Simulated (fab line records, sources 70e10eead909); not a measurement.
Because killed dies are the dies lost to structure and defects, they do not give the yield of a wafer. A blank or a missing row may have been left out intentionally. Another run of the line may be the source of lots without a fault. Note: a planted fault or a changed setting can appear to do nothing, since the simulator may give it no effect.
Chamber matching ; flow nand_harc ; NHARC_P_BONDPAD_STRIP_15 on rie_diel-02: 4 sister chambers
The step strips in O2. 4 wafers are shown with their chamber, then 12 later ones without.

EACH WAFER AND ITS CHAMBER
wafer;chamber;drypump_motor_current_A (A)
L089.5;2;5.7
L089.6;3;6.1
L091.3;1;6.4
L091.6;0;5.8

WAFERS WITH NO CHAMBER GIVEN
wafer;drypump_motor_current_A (A)
L094.1;6.1
L094.2;6.4
L094.4;5.7
L092.2;6.4
L092.3;5.8
L092.6;5.7
L096.1;6.1
L096.3;6.4
L096.4;5.7
L097.4;6.1
L097.5;6.1
L097.6;5.9

THE CHAMBER EACH PASSED THROUGH
wafer;from the rows above;in truth
L094.1;3;3
L094.2;1;1
L094.4;2;2
L092.2;1;1
L092.3;0;0
L092.6;2;2
L096.1;3;3
L096.3;1;1
L096.4;2;2
L097.4;3;3
L097.5;3;3
L097.6;0;0
Placed correctly: 12 of 12. Can't be placed from these rows: 0. 0 placed wrongly.
How it was worked out, from the rows above alone: a wafer's distance from a chamber is the root of the sum, over the readings, of the square of ((its reading less the chamber's mean) divided by the reading's scatter). The wafer belongs to the nearest chamber; if the next one is less than 2 further off, it can't be placed. A chamber's mean is the mean of its shown wafers. The scatter (one wafer shown for each chamber): square how far every hidden wafer sits from the nearest shown wafer, average those squares and take the square root.
